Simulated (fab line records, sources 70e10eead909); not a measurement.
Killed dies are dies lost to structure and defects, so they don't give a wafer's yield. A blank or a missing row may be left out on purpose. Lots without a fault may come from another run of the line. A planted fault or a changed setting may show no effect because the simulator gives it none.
fab line records | flow nand_harc
record lots=22 wafers=66 last_day=25
route steps=1159 shown A_STAIRCASE@625
lots that met no fault: from a run of the same line without faults
start_h: hours from the record's first day to the start of the lot's first wafer shown | wait_h: hours since the lot's step before | " the same as in the row above | L1.1+2: a row that stands for several wafers | - no value, or no start given | * or withheld: withheld | < > ~ a bound
route shown NAME@n: a module of which the file shows steps, and the number in the route of the first | usual: mean/standard deviation of fault-free wafers | same: alike in all rows | chamber/n: place in a boat | sites: the reading at each site | _std_site: their standard deviation | _edge_site: outer sites' mean less inner sites' | radius_mm: how far each site lies from the wafer's centre | mask NAME#n: copy n | behind: the tool/chamber that last shaped the wafer | hold: why the lot was held/for how many hours/how that ended | device: the transistor (n, p or np) that didn't switch | end of line: the same wafers' tests at the end of the route | a step without rows: its recipe alone | killed: dies lost to structure and defects at the first sort, not the wafer's yield | map: a wafer's dies, x killed, . not, _ none there
set.NAME: the setting as run; set.NAME@STEP: as run at that earlier step | model.NAME: the simulator's own value behind a step, which no gauge read
steps of the route over a sample of lots; a table a step, a row a wafer
services: from which hour (start_h, from the record's first day; less than 0 if before it) a tool's chamber was out of use, for how many hours, and why
## steps
# step NHARC_A_STAIRCASE_TRIM_231
# recipe time_s=211.2 o2_flow_sccm=500 ar_flow_sccm=0 bias_w=0 chemistry=O2
# usual chamber_pressure_mTorr=60.00/0.051 drypump_motor_current_A=5.8/0.59 oes_product_au=1.000/0.01 rf_vpp_V=57.7/0.9 showerhead_plenum_p_Torr=3.48/0.13 throttle_valve_pct=17.036/0.0097
# columns lot.wafer tool chamber start_h wait_h chamber_pressure_mTorr drypump_motor_current_A oes_product_au rf_hours_counter_h rf_vpp_V showerhead_plenum_p_Torr throttle_valve_pct
L074.2 rie_diel-03 1 - - 59.96 6.4 0.979 7 57.6 3.43 17.039
L074.1 " 3 " " 60.07 6.2 0.991 7 57.6 3.67 17.044
L074.6 " 0 " " 59.98 6.1 1.012 - 57.7 3.42 17.059
L076.3 rie_diel-04 2 - - 59.95 5.6 1.006 50 57.0 3.59 17.043
L076.1 " 3 " " 60.03 5.6 1.013 49 56.9 3.34 17.050
L076.6 " 0 " " 60.06 6.7 1.005 - 57.3 3.59 17.043
L077.2 rie_diel-13 2 - - 60.00 5.2 1.010 52 57.7 3.78 17.035
L077.4 " 3 " " 60.07 6.0 0.986 47 57.0 3.30 17.037
L077.6 " 1 " " 60.06 5.8 0.997 - 56.9 3.38 17.037
L078.1 rie_diel-04 0 - - 60.09 6.7 0.994 52 59.5 3.59 17.032
L078.2 " 1 " " 60.04 4.7 0.999 53 59.1 3.53 17.043
L078.4 " 2 " " 60.03 5.6 1.016 52 57.4 3.59 17.036
L079.3 rie_diel-04 2 - - 59.97 5.6 1.006 54 57.2 3.59 17.028
L079.1 " 3 " " 59.98 5.6 1.007 53 57.2 3.33 17.046
L079.6 " 3 " " 60.05 5.6 1.012 - 56.1 3.33 17.028
L081.2 rie_diel-04 1 - - 59.96 4.7 0.993 60 57.0 3.53 17.033
L081.5 " 1 " " 59.94 4.7 0.996 - 58.7 3.53 17.015
L081.4 " 2 " " 60.01 5.6 0.995 - 58.0 3.58 17.039
L080.1 rie_diel-03 1 - - 59.98 6.4 0.998 25 57.9 3.42 17.041
L080.5 " 1 " " 60.04 6.4 0.989 - 56.1 3.42 17.031
L080.6 " 2 " " 60.06 5.9 1.003 - 57.7 3.30 17.044
L084.2 rie_diel-03 0 - - 59.95 6.1 1.007 32 57.2 3.41 17.058
L084.1 " 1 " " 59.97 6.4 0.994 30 56.8 3.42 17.032
L084.6 " 3 " " 60.04 6.2 0.997 - 60.1 3.66 17.036
L082.4 rie_diel-03 2 - - 60.01 6.0 1.004 27 56.2 3.30 17.043
L082.3 " 3 " " 60.02 6.2 0.992 29 57.3 3.65 17.043
L082.1 " 1 " " 59.95 6.4 1.005 30 57.0 3.42 17.023
L083.3 rie_diel-04 3 - - 59.99 5.6 1.006 0 59.2 3.33 17.036
L083.2 " 1 " " 60.00 4.6 1.004 2 58.7 3.53 17.034
L083.4 " 3 " " 60.02 5.6 1.008 - 58.5 3.33 17.047
L085.1 rie_diel-13 1 - - 60.01 5.8 0.994 10 56.7 3.37 17.054
L085.6 " 2 " " 60.00 5.2 0.985 - 59.9 3.77 17.009
L085.5 " 3 " " 60.01 6.1 1.028 - 57.5 3.29 17.033
L086.2 rie_diel-04 2 - - 60.08 5.6 0.996 15 58.3 3.57 17.027
L086.1 " 0 " " 60.02 6.7 0.999 15 57.6 3.58 17.020
L086.4 " 1 " " 60.04 4.7 1.012 17 57.4 3.52 17.050
L088.1 rie_diel-04 3 - - 60.02 5.6 0.999 15 56.7 3.32 17.028
L088.4 " 1 " " 60.01 4.7 0.996 17 57.5 3.52 17.041
L088.3 " 2 " " 59.99 5.6 0.992 15 58.7 3.57 17.038
L087.4 rie_diel-04 2 - - 60.09 5.6 0.999 15 59.0 3.57 17.034
L087.2 " 0 " " 59.99 6.7 0.996 15 57.5 3.58 17.028
L087.3 " 1 " " 60.06 4.7 1.003 17 58.0 3.52 17.047
L089.4 rie_diel-03 0 - - 60.01 6.1 1.001 44 58.0 3.40 17.022
L089.2 " 2 " " 60.03 5.9 0.993 38 57.0 3.29 17.026
L089.6 " 0 " " 60.04 6.1 1.000 - 58.4 3.40 17.041
L091.1 rie_diel-13 1 - - 59.99 5.8 1.006 18 58.0 3.36 17.038
L091.3 " 2 " " 60.08 5.2 0.986 22 58.3 3.76 17.060
L091.5 " 2 " " 60.06 5.2 0.986 - 58.5 3.76 17.019
L090.4 rie_diel-03 2 - - 59.94 5.9 0.993 39 58.4 3.29 17.029
L090.2 " 3 " " 60.00 6.2 0.997 40 58.7 3.65 17.035
L090.1 " 0 " " 59.97 6.1 0.999 45 58.3 3.40 17.051
L092.2 rie_diel-04 2 - - 60.05 5.6 0.994 18 57.5 3.57 17.031
L092.4 " 0 " " 59.93 6.7 0.997 18 58.4 3.58 17.014
L092.5 " 2 " " 60.02 5.6 0.995 - 56.7 3.57 17.037
L094.1 rie_diel-04 0 - - 60.07 6.7 0.997 27 59.8 3.57 17.034
L094.3 " 2 " " 59.90 5.6 0.995 29 58.4 3.57 17.017
L094.5 " 3 " " 59.90 5.6 1.003 - 57.3 3.31 17.029
L093.2 rie_diel-13 0 - - 60.06 5.9 0.979 32 57.0 3.50 17.033
L093.3 " 2 " " 59.91 5.1 0.990 33 58.5 3.76 17.021
L093.5 " 3 " " 59.90 6.1 1.024 - 56.8 3.28 17.038
L095.1 rie_diel-04 0 - - 59.90 6.7 0.998 29 57.0 3.57 17.042
L095.4 " 1 " " 60.03 4.7 1.002 32 59.0 3.51 17.025
L095.6 " 0 " " 60.00 6.7 1.001 - 57.6 3.57 17.046
L097.4 rie_diel-04 0 - - 59.94 6.7 1.002 32 58.9 3.57 17.027
L097.2 " 2 " " 60.12 5.6 0.997 34 58.1 3.56 17.032
L097.5 " 0 " " 60.00 6.7 0.997 - 58.3 3.57 17.039
# step NHARC_A_STAIRCASE_ETCH_236
# recipe target_depth_a=1000 time_s=40.5 ion_energy_ev=400 c4f8_flow_sccm=20 o2_flow_sccm=10 ar_flow_sccm=withheld rf_w=600 bias_w=1000 chemistry=C4F8/O2
# usual chamber_pressure_mTorr=25.001/0.023 oes_product_au=0.940/0.012 rf_vpp_V=894/4.7
# columns lot.wafer tool chamber start_h wait_h chamber_pressure_mTorr oes_product_au rf_hours_counter_h rf_vpp_V
L074.2 rie_diel-03 2 - - 24.962 0.949 8 887
L074.1 " 3 " " 25.006 0.945 7 901
L074.6 " 0 " " 25.060 0.948 - 892
L076.1 rie_diel-04 2 - - 25.003 0.948 50 898
L076.3 " 3 " " 24.966 0.960 49 887
L076.6 " 2 " " 25.035 0.958 - 897
L077.4 rie_diel-13 1 - - 24.966 0.942 58 892
L077.2 " 2 " " 25.020 0.958 52 904
L077.6 " 0 " " 25.026 0.926 - 896
L078.4 rie_diel-04 2 - - 24.986 0.947 52 899
L078.2 " 3 " " 24.983 0.948 51 889
L078.1 " 0 " " 25.023 0.943 53 898
L079.3 rie_diel-04 3 - - 25.007 0.938 54 888
L079.1 " 2 " " 24.978 0.944 54 899
L079.6 " 3 " " 25.010 0.947 - 890
L081.2 rie_diel-04 3 - - 24.970 0.941 60 889
L081.5 " 1 " " 25.003 0.932 - 895
L081.4 " 2 " " 24.990 0.927 - 898
L080.1 rie_diel-03 3 - - 25.010 0.923 27 899
L080.5 " 0 " " 25.001 0.926 - 892
L080.6 " 1 " " 25.020 0.932 - 891
L084.2 rie_diel-03 2 - - 24.999 0.932 28 887
L084.1 " 3 " " 25.004 0.915 30 900
L084.6 " 0 " " 25.035 0.959 - 892
L082.3 rie_diel-03 3 - - 25.029 0.930 30 900
L082.4 " 0 " " 25.013 0.949 32 891
L082.1 " 1 " " 25.045 0.924 30 892
L083.2 rie_diel-04 1 - - 24.960 0.933 2 896
L083.3 " 2 " " 24.965 0.930 2 898
L083.4 " 3 " " 25.008 0.940 - 889
L085.1 rie_diel-13 3 - - 25.017 0.977 12 885
L085.5 " 0 " " 25.019 0.926 - 897
L085.6 " 1 " " 24.988 0.937 - 890
L086.1 rie_diel-04 3 - - 25.002 0.928 16 889
L086.4 " 0 " " 24.973 0.923 16 897
L086.2 " 1 " " 25.007 0.921 17 896
L088.1 rie_diel-04 2 - - 25.004 0.931 16 897
L088.4 " 0 " " 24.960 0.925 16 898
L088.3 " 1 " " 25.010 0.936 18 895
L087.3 rie_diel-04 0 - - 25.022 0.944 16 898
L087.4 " 1 " " 24.986 0.948 18 896
L087.2 " 2 " " 25.026 0.941 16 898
L089.4 rie_diel-03 1 - - 24.989 0.951 43 892
L089.2 " 2 " " 25.035 0.938 39 887
L089.6 " 1 " " 25.012 0.955 - 892
L091.1 rie_diel-13 1 - - 24.997 0.948 19 890
L091.3 " 2 " " 25.001 0.934 23 905
L091.5 " 1 " " 25.003 0.943 - 890
L090.1 rie_diel-03 2 - - 24.996 0.920 39 886
L090.4 " 3 " " 24.988 0.924 41 901
L090.2 " 1 " " 24.990 0.929 43 892
L092.2 rie_diel-04 1 - - 25.009 0.948 20 896
L092.4 " 2 " " 24.996 0.942 18 898
L092.5 " 0 " " 24.998 0.924 - 898
L094.3 rie_diel-04 1 - - 24.991 0.951 30 896
L094.1 " 2 " " 24.977 0.945 29 897
L094.5 " 2 " " 25.051 0.949 - 898
L093.3 rie_diel-13 0 - - 24.999 0.934 32 893
L093.2 " 2 " " 25.009 0.927 34 904
L093.5 " 0 " " 25.003 0.924 - 896
L095.4 rie_diel-04 0 - - 25.017 0.954 29 896
L095.1 " 1 " " 24.958 0.949 32 895
L095.6 " 0 " " 24.994 0.944 - 897
L097.4 rie_diel-04 0 - - 24.965 0.947 32 897
L097.2 " 1 " " 24.992 0.938 35 896
L097.5 " 3 " " 25.014 0.957 - 889
# step NHARC_A_STAIRCASE_HM_DEP_462
# recipe target_thk_a=8000 temp_c=400 material=aC
# usual susceptor_temp_C=399.94/0.19 throttle_valve_pct=34.999/0.0095
# columns lot.wafer tool chamber start_h wait_h susceptor_temp_C throttle_valve_pct
L074.1 acl_dep-02 0 254.51 2.2 - 34.987
L074.2 " 0 " " - 35.003
L074.6 " 0 256.03 3.7 - 34.998
L076.1 acl_dep-01 0 266.36 0.1 - 34.988
L076.3 " 0 " " - 35.001
L076.6 " 0 " " - 34.985
L077.2 acl_dep-02 0 269.81 1.9 399.77 35.009
L077.4 " 0 " " 399.76 35.006
L077.6 " 0 " " 399.92 35.008
L078.1 acl_dep-03 0 274.64 0.1 399.85 35.003
L078.2 " 0 " " 400.09 34.983
L078.4 " 0 " " 399.74 35.020
L079.1 acl_dep-02 0 283.20 0.1 399.87 34.994
L079.3 " 0 " " 400.20 35.006
L079.6 " 0 " " 400.13 34.984
L081.2 acl_dep-03 0 296.68 3.8 400.33 34.988
L081.4 " 0 " " 400.13 34.994
L081.5 " 0 " " 400.10 34.996
L080.1 acl_dep-03 0 316.23 0.1 399.81 35.013
L080.5 " 0 317.47 1.3 399.72 34.983
L080.6 " 0 " " 399.59 34.999
L084.1 acl_dep-02 0 316.88 0.7 - 35.019
L084.2 " 0 " " - 35.004
L084.6 " 0 318.40 2.2 - 34.981
L083.2 acl_dep-01 0 317.50 1.3 - 34.995
L083.3 " 0 " " - 34.978
L083.4 " 0 " " - 35.007
L082.1 acl_dep-03 0 318.08 1.9 399.53 34.999
L082.3 " 0 " " 400.10 34.997
L082.4 " 0 " " 400.14 34.997
L085.1 acl_dep-01 0 320.95 0.8 - 34.992
L085.5 " 0 322.16 2.0 - 34.999
L085.6 " 0 " " - 34.988
L086.1 acl_dep-01 0 356.34 6.2 400.15 34.992
L086.2 " 0 " " 399.86 35.002
L086.4 " 0 " " 399.74 34.991
L088.1 acl_dep-03 0 357.76 7.5 400.15 34.998
L088.3 " 0 " " 400.14 34.980
L088.4 " 0 " " 400.08 35.000
L087.2 acl_dep-01 0 358.52 7.0 399.78 34.994
L087.3 " 0 " " 399.94 35.010
L087.4 " 0 " " 400.08 34.983
L089.2 acl_dep-03 0 361.77 8.2 400.07 34.996
L089.4 " 0 " " 399.74 34.994
L089.6 " 0 " " 400.20 35.006
L091.1 acl_dep-03 0 363.32 8.4 - 34.997
L091.3 " 0 " " - 34.992
L091.5 " 0 " " - 35.002
L090.1 acl_dep-03 0 367.98 7.2 399.92 34.999
L090.2 " 0 " " 399.77 35.002
L090.4 " 0 " " 399.96 35.000
L092.2 acl_dep-03 0 372.03 4.4 399.91 34.995
L092.4 " 0 " " 399.99 34.993
L092.5 " 0 " " 399.89 35.000
L094.1 acl_dep-01 0 391.65 1.1 - 35.014
L094.3 " 0 " " - 35.005
L094.5 " 0 " " - 35.004
L093.2 acl_dep-03 0 392.28 1.5 399.65 34.997
L093.3 " 0 " " 400.07 34.999
L093.5 " 0 " " 400.06 34.991
L095.1 acl_dep-01 0 394.72 2.2 - 34.978
L095.4 " 0 " " - 35.007
L095.6 " 0 " " - 35.011
L097.2 acl_dep-03 0 401.90 0.4 - 35.007
L097.4 " 0 " " - 35.006
L097.5 " 0 " " - 34.994
# step NHARC_A_STAIRCASE_ETCH_453
# recipe target_depth_a=300 overetch_a=30 time_s=16.5 ion_energy_ev=100 cf4_flow_sccm=80 o2_flow_sccm=20 ar_flow_sccm=0 rf_w=300 bias_w=100 chemistry=CF4/O2
# usual chamber_pressure_mTorr=30.000/0.026 drypump_motor_current_A=5.9/0.46 oes_product_au=0.998/0.013 rf_vpp_V=197.2/1.4 showerhead_plenum_p_Torr=1.31/0.06 throttle_valve_pct=13.397/0.0086
# columns lot.wafer tool chamber start_h wait_h chamber_pressure_mTorr drypump_motor_current_A oes_product_au rf_hours_counter_h rf_vpp_V showerhead_plenum_p_Torr throttle_valve_pct
L074.1 rie_diel-03 1 - - 29.981 6.4 0.994 13 195.4 1.30 13.399
L074.2 " 2 " " 29.955 5.9 0.987 13 195.7 1.25 13.390
L074.6 " 3 " " 30.020 6.2 1.002 - 199.0 1.39 13.387
L076.1 rie_diel-03 2 - - 29.980 5.9 0.989 15 195.8 1.25 13.391
L076.3 " 1 " " 29.984 6.3 0.989 15 198.9 1.30 13.412
L076.6 " 3 " " 29.985 6.2 0.996 - 198.7 1.39 13.383
L077.2 rie_diel-13 3 - - 29.971 6.0 0.994 51 196.7 1.24 13.394
L077.4 " 1 " " 29.955 5.8 1.001 61 196.0 1.27 13.402
L077.6 " 0 " " 30.026 5.9 0.985 - 196.9 1.33 13.399
L078.2 rie_diel-03 2 - - 30.029 5.9 1.001 18 196.2 1.25 13.391
L078.4 " 3 " " 30.031 6.2 1.005 19 199.7 1.39 13.392
L078.1 " 0 " " 30.016 6.1 1.014 20 195.7 1.29 13.402
L079.3 rie_diel-13 0 - - 29.973 5.9 0.985 0 198.1 1.33 13.404
L079.1 " 3 " " 30.014 6.0 1.030 0 196.6 1.24 13.392
L079.6 " 1 " " 30.044 5.8 1.003 - 195.9 1.27 13.392
L081.4 rie_diel-13 1 - - 30.029 5.8 1.000 8 196.3 1.27 13.384
L081.2 " 3 " " 30.033 6.1 1.024 8 196.6 1.24 13.397
L081.5 " 1 " " 30.004 5.8 1.000 - 194.9 1.27 13.400
L080.1 rie_diel-13 3 - - 29.972 6.1 1.037 14 196.5 1.24 13.400
L080.5 " 1 " " 29.983 5.8 1.001 - 195.5 1.27 13.392
L080.6 " 2 " " 29.997 5.1 0.985 - 198.8 1.43 13.389
L084.2 rie_diel-03 1 - - 29.983 6.4 0.992 34 196.6 1.29 13.397
L084.1 " 2 " " 30.009 5.9 0.999 31 195.5 1.24 13.396
L084.6 " 1 " " 29.945 6.4 1.005 - 198.5 1.29 13.407
L083.4 rie_diel-04 2 - - 29.978 5.6 0.987 6 197.2 1.36 13.390
L083.3 " 3 " " 29.990 5.6 0.994 6 195.6 1.25 13.396
L083.2 " 1 " " 30.006 4.7 0.985 7 199.2 1.33 13.405
L082.3 rie_diel-03 2 - - 29.978 5.9 0.994 31 195.0 1.24 13.404
L082.1 " 3 " " 29.965 6.2 0.983 33 198.3 1.38 13.416
L082.4 " 0 " " 29.993 6.1 1.004 37 196.4 1.29 13.398
L085.1 rie_diel-13 2 - - 30.062 5.2 0.992 15 200.7 1.43 13.403
L085.6 " 1 " " 29.995 5.8 1.001 - 196.3 1.27 13.401
L085.5 " 2 " " 29.969 5.2 0.982 - 199.7 1.43 13.401
L086.4 rie_diel-03 0 - - 30.004 6.1 0.999 47 197.6 1.28 13.397
L086.1 " 1 " " 30.038 6.4 1.007 46 196.7 1.29 13.382
L086.2 " 2 " " 29.972 5.9 1.005 42 196.3 1.24 13.416
L088.3 rie_diel-04 3 - - 30.015 5.6 0.997 20 195.9 1.25 13.402
L088.4 " 0 " " 30.030 6.7 0.998 20 197.1 1.35 13.394
L088.1 " 1 " " 30.010 4.7 1.004 22 198.4 1.33 13.379
L087.2 rie_diel-13 3 - - 29.967 6.0 1.029 25 196.5 1.24 13.420
L087.4 " 0 " " 29.979 5.9 0.978 24 197.3 1.32 13.391
L087.3 " 1 " " 30.005 5.8 1.012 20 198.1 1.27 13.399
L089.2 rie_diel-03 2 - - 30.005 5.9 1.006 43 195.5 1.24 13.392
L089.4 " 3 " " 30.001 6.2 1.007 44 198.8 1.38 13.399
L089.6 " 0 " " 30.003 6.1 0.995 - 196.0 1.28 13.405
L091.1 rie_diel-13 3 - - 29.977 6.1 1.024 30 196.6 1.24 13.399
L091.3 " 2 " " 30.022 5.2 0.978 30 198.4 1.43 13.415
L091.5 " 0 " " 30.044 5.9 0.961 - 197.8 1.32 13.392
L090.1 rie_diel-04 0 - - 30.002 6.7 0.990 25 198.2 1.35 13.394
L090.4 " 2 " " 29.978 5.6 0.993 27 198.8 1.35 13.411
L090.2 " 3 " " 29.979 5.6 1.010 25 196.1 1.25 13.394
L092.4 rie_diel-13 1 - - 29.978 5.8 0.998 27 196.9 1.27 13.393
L092.2 " 3 " " 30.014 6.0 1.029 34 195.0 1.24 13.391
L092.5 " 1 " " 29.968 5.8 0.998 - 195.5 1.27 13.398
L094.3 rie_diel-04 0 - - 29.967 6.7 0.998 32 197.4 1.35 13.403
L094.1 " 1 " " 30.007 4.7 0.990 35 197.6 1.33 13.403
L094.5 " 1 " " 29.975 4.7 0.991 - 198.0 1.33 13.405
L093.2 rie_diel-13 3 - - 30.061 6.1 1.017 39 195.8 1.24 13.397
L093.3 " 0 " " 29.990 5.9 0.993 36 197.2 1.32 13.405
L093.5 " 1 " " 29.961 5.8 1.007 - 195.8 1.27 13.404
L095.4 rie_diel-13 0 - - 29.995 5.9 0.989 38 199.0 1.32 13.388
L095.1 " 2 " " 30.019 5.2 0.981 40 198.4 1.42 13.403
L095.6 " 1 " " 29.989 5.8 1.004 - 196.0 1.27 13.391
L097.2 rie_diel-03 1 - - 29.989 6.4 0.990 3 197.1 1.29 13.411
L097.4 " 2 " " 30.011 5.9 1.003 3 199.8 1.45 13.396
L097.5 " 0 " " 30.001 6.1 1.005 - 195.4 1.28 13.384
# step NHARC_A_STAIRCASE_STRIP_316
# recipe o2_flow_sccm=500 ar_flow_sccm=0 bias_w=0 chemistry=O2
# usual chamber_pressure_mTorr=59.99/0.055 drypump_motor_current_A=5.9/0.45 oes_product_au=0.998/0.012 rf_vpp_V=57.7/0.95 showerhead_plenum_p_Torr=3.48/0.16 throttle_valve_pct=17.036/0.0095
# columns lot.wafer tool chamber start_h wait_h chamber_pressure_mTorr drypump_motor_current_A oes_product_au rf_hours_counter_h rf_vpp_V showerhead_plenum_p_Torr throttle_valve_pct
L074.1 rie_diel-03 2 - - 60.11 5.9 0.987 13 57.9 3.30 17.030
L074.2 " 3 " " 60.01 6.2 0.992 13 58.5 3.66 17.024
L074.6 " 2 " " 60.01 5.9 0.991 - 56.5 3.30 17.046
L076.1 rie_diel-03 1 - - 59.97 6.4 0.994 15 57.8 3.43 17.026
L076.3 " 2 " " 60.01 5.9 1.000 15 56.3 3.30 17.027
L076.6 " 1 " " 60.00 6.4 1.002 - 57.2 3.43 17.039
L077.4 rie_diel-13 0 - - 60.01 5.9 0.984 57 56.7 3.51 17.026
L077.2 " 1 " " 59.92 5.8 0.998 61 58.1 3.37 17.024
L077.6 " 3 " " 60.01 6.1 0.999 - 57.8 3.30 17.046
L078.2 rie_diel-03 2 - - 59.98 5.9 1.002 19 56.4 3.30 17.035
L078.1 " 3 " " 59.97 6.2 1.004 19 57.5 3.66 17.030
L078.4 " 1 " " 59.90 6.4 0.988 20 58.4 3.43 17.026
L079.1 rie_diel-13 2 - - 59.94 5.2 0.987 0 58.5 3.78 17.044
L079.3 " 3 " " 60.04 6.1 1.018 0 57.6 3.30 17.024
L079.6 " 3 " " 59.91 6.0 1.022 - 59.0 3.30 17.039
L081.2 rie_diel-13 2 - - 59.96 5.2 0.987 8 58.6 3.77 17.042
L081.4 " 1 " " 60.07 5.8 1.002 8 57.9 3.37 17.042
L081.5 " 3 " " 60.00 6.1 1.013 - 58.5 3.29 17.022
L080.1 rie_diel-13 3 - - 60.05 6.1 1.016 14 57.8 3.29 17.028
L080.5 " 1 " " 59.97 5.8 0.997 - 58.3 3.37 17.041
L080.6 " 2 " " 60.06 5.2 0.993 - 58.5 3.77 17.038
L084.1 rie_diel-03 2 - - 59.94 5.9 0.997 31 57.3 3.29 17.040
L084.2 " 3 " " 60.04 6.2 0.997 33 59.7 3.65 17.031
L084.6 " 1 " " 59.96 6.4 1.003 - 59.3 3.42 17.045
L083.3 rie_diel-04 3 - - 59.97 5.6 1.012 6 57.2 3.32 17.049
L083.2 " 0 " " 59.91 6.7 0.994 5 57.5 3.58 17.032
L083.4 " 1 " " 60.01 4.7 1.007 7 58.5 3.52 17.046
L082.3 rie_diel-03 0 - - 59.95 6.1 1.006 37 56.9 3.40 17.019
L082.4 " 1 " " 59.96 6.4 1.008 35 58.2 3.42 17.042
L082.1 " 2 " " 59.93 5.9 1.000 31 55.9 3.29 17.037
L085.1 rie_diel-13 1 - - 59.93 5.8 0.995 15 58.0 3.37 17.020
L085.6 " 2 " " 60.05 5.2 0.991 - 58.7 3.77 17.023
L085.5 " 3 " " 59.97 6.1 1.037 - 57.0 3.29 17.045
L086.1 rie_diel-03 0 - - 60.01 6.1 0.998 47 57.7 3.40 17.027
L086.4 " 1 " " 60.11 6.4 1.003 46 57.0 3.41 17.035
L086.2 " 3 " " 60.08 6.2 0.995 43 59.0 3.65 17.034
L088.3 rie_diel-04 1 - - 59.99 4.7 0.998 22 58.8 3.51 17.037
L088.4 " 2 " " 60.06 5.6 0.985 20 58.1 3.57 17.044
L088.1 " 3 " " 60.02 5.6 0.991 20 56.7 3.32 17.032
L087.3 rie_diel-13 1 - - 59.99 5.8 1.011 21 57.0 3.36 17.047
L087.4 " 3 " " 59.95 6.1 1.032 25 55.4 3.28 17.054
L087.2 " 0 " " 59.95 5.9 0.975 24 57.7 3.50 17.036
L089.2 rie_diel-03 3 - - 60.06 6.2 0.986 44 58.0 3.65 17.040
L089.4 " 1 " " 60.05 6.3 0.997 49 58.0 3.41 17.033
L089.6 " 2 " " 59.95 5.9 1.004 - 56.7 3.29 17.036
L091.3 rie_diel-13 1 - - 60.05 5.8 0.997 24 56.3 3.36 17.055
L091.1 " 2 " " 60.12 5.2 0.987 30 56.8 3.76 17.036
L091.5 " 2 " " 60.02 5.2 0.979 - 58.1 3.76 17.030
L090.1 rie_diel-04 1 - - 60.04 4.7 0.996 29 56.4 3.51 17.043
L090.4 " 2 " " 60.05 5.6 0.997 27 56.6 3.57 17.040
L090.2 " 3 " " 60.01 5.6 1.003 25 57.9 3.32 17.041
L092.4 rie_diel-13 2 - - 60.13 5.2 0.988 33 59.1 3.76 17.041
L092.2 " 3 " " 60.01 6.1 1.016 34 57.8 3.28 17.024
L092.5 " 1 " " 60.02 5.8 1.000 - 55.8 3.36 17.046
L094.3 rie_diel-04 1 - - 59.97 4.7 0.997 36 57.4 3.51 17.024
L094.1 " 2 " " 59.99 5.6 0.984 35 57.8 3.56 17.025
L094.5 " 3 " " 59.99 5.6 1.010 - 57.5 3.31 17.071
L093.2 rie_diel-13 0 - - 60.02 5.9 0.993 37 58.0 3.49 17.048
L093.3 " 2 " " 59.93 5.2 0.993 39 58.3 3.75 17.033
L093.5 " 3 " " 60.08 6.1 1.025 - 58.7 3.28 17.027
L095.4 rie_diel-13 0 - - 59.98 6.0 0.991 38 55.5 3.49 17.039
L095.1 " 1 " " 60.00 5.8 1.006 35 57.0 3.36 17.036
L095.6 " 0 " " 59.95 6.0 0.995 - 57.8 3.49 17.030
L097.4 rie_diel-03 3 - - 59.96 6.2 0.998 3 57.3 3.64 17.025
L097.2 " 0 " " 60.06 6.1 1.006 4 58.5 3.39 17.039
L097.5 " 3 " " 60.00 6.2 0.986 - 57.2 3.64 17.049
# step NHARC_A_STAIRCASE_DEP_322
# recipe target_thk_a=38000 temp_c=400 target_thk_nm=3800 teos_flow_sccm=200 rf_w=500 material=SiO2
# usual heater_power_w=635/92 susceptor_temp_C=400.01/0.23
# columns lot.wafer tool chamber start_h wait_h heater_power_w susceptor_temp_C
L074.1 pecvd-02 2 278.76 0.2 562 400.03
L074.2 " 0 " " 706 400.01
L074.6 " 2 " " 543 400.21
L076.3 pecvd-04 0 291.52 0.1 530 400.36
L076.1 " 1 " " 710 400.11
L076.6 " 2 " " 571 399.89
L077.2 pecvd-04 1 301.31 0.6 600 399.90
L077.6 " 2 " " 571 400.28
L077.4 " 1 " " 594 399.89
L078.1 pecvd-04 1 316.22 0.2 754 400.08
L078.2 " 2 " " 684 399.67
L078.4 " 0 " " 435 399.86
L079.1 pecvd-02 0 316.25 0.1 659 400.00
L079.3 " 2 " " 649 399.89
L079.6 " 2 " " 552 399.83
L081.2 pecvd-04 0 323.00 0.3 469 400.06
L081.5 " 1 " " 610 399.65
L081.4 " 0 " " 424 400.17
L084.2 pecvd-03 1 345.49 0.1 846 399.98
L084.1 " 0 " " 705 399.84
L084.6 " 0 " " 559 400.02
L083.2 pecvd-04 2 345.50 0.1 690 399.91
L083.3 " 0 " " 509 400.16
L083.4 " 0 " " 426 399.69
L080.1 pecvd-03 1 346.06 0.6 757 400.30
L080.5 " 1 " " 666 400.65
L080.6 " 2 " " 677 400.16
L085.1 pecvd-04 2 346.16 0.7 624 400.07
L085.6 " 2 " " 568 400.08
L085.5 " 0 " " 423 399.86
L082.1 pecvd-03 2 346.63 1.2 843 399.61
L082.3 " 1 " " 718 400.03
L082.4 " 0 " " 563 399.88
L086.1 pecvd-03 1 385.72 0.2 703 400.21
L086.2 " 2 " " 740 400.03
L086.4 " 0 " " 559 400.13
L087.2 pecvd-02 1 385.74 0.2 693 399.59
L087.3 " 0 " " 671 399.65
L087.4 " 2 " " 535 399.81
L088.1 pecvd-03 1 386.20 0.7 696 400.10
L088.3 " 0 " " 575 400.17
L088.4 " 2 " " 698 399.70
L089.2 pecvd-02 0 386.31 0.8 650 400.74
L089.4 " 1 " " 649 400.24
L089.6 " 2 " " 541 400.14
L091.1 pecvd-03 1 386.79 1.3 774 400.28
L091.3 " 2 " " 840 400.40
L091.5 " 0 " " 548 399.88
L090.1 pecvd-03 1 395.63 0.1 734 400.23
L090.2 " 0 " " 657 400.05
L090.4 " 0 " " 549 400.19
L092.2 pecvd-03 1 403.30 0.3 680 399.95
L092.4 " 2 " " 690 400.19
L092.5 " 0 " " 550 400.16
L093.3 pecvd-02 0 419.77 0.4 636 399.81
L093.2 " 2 " " 663 400.34
L093.5 " 0 " " 561 399.79
L094.1 pecvd-03 1 420.16 0.8 819 400.27
L094.3 " 0 " " 552 400.57
L094.5 " 0 " " 558 399.93
L095.1 pecvd-03 0 428.09 0.2 574 399.66
L095.6 " 2 " " 669 400.15
L095.4 " 1 " " 679 399.96
L097.2 pecvd-02 1 428.22 0.3 784 400.06
L097.5 " 1 " " 639 399.83
L097.4 " 0 " " 543 400.05
## services
# columns tool chamber start_h hours kind
rie_diel-04 0 220.54 - clean
rie_diel-04 1 220.54 - clean
acl_dep-03 - 224.27 13.0 pm
pecvd-02 - 248.97 0.4 repair
pecvd-03 - 260.87 1.9 repair
rie_diel-13 - 276.36 9.0 pm
rie_diel-04 0 281.10 27.7 repair
pecvd-04 2 285.30 2.3 repair
rie_diel-04 3 289.98 12.9 repair
rie_diel-04 - 290.56 9.0 pm
pecvd-03 - 292.08 13.0 pm
acl_dep-01 - 296.11 13.0 pm
pecvd-02 0 304.93 6.6 repair
pecvd-04 1 329.56 8.8 repair
pecvd-02 - 334.30 13.0 pm
acl_dep-02 - 350.51 13.0 pm
rie_diel-03 1 373.11 22.4 repair
pecvd-04 - 376.47 13.0 pm
rie_diel-03 - 392.36 9.0 pm
rie_diel-04 - 398.54 0.6 repair
acl_dep-03 - 406.19 13.0 pm
rie_diel-04 - 410.76 0.4 repair
pecvd-03 2 415.73 9.6 repair
rie_diel-04 - 419.95 9.6 repair
## key
fault none
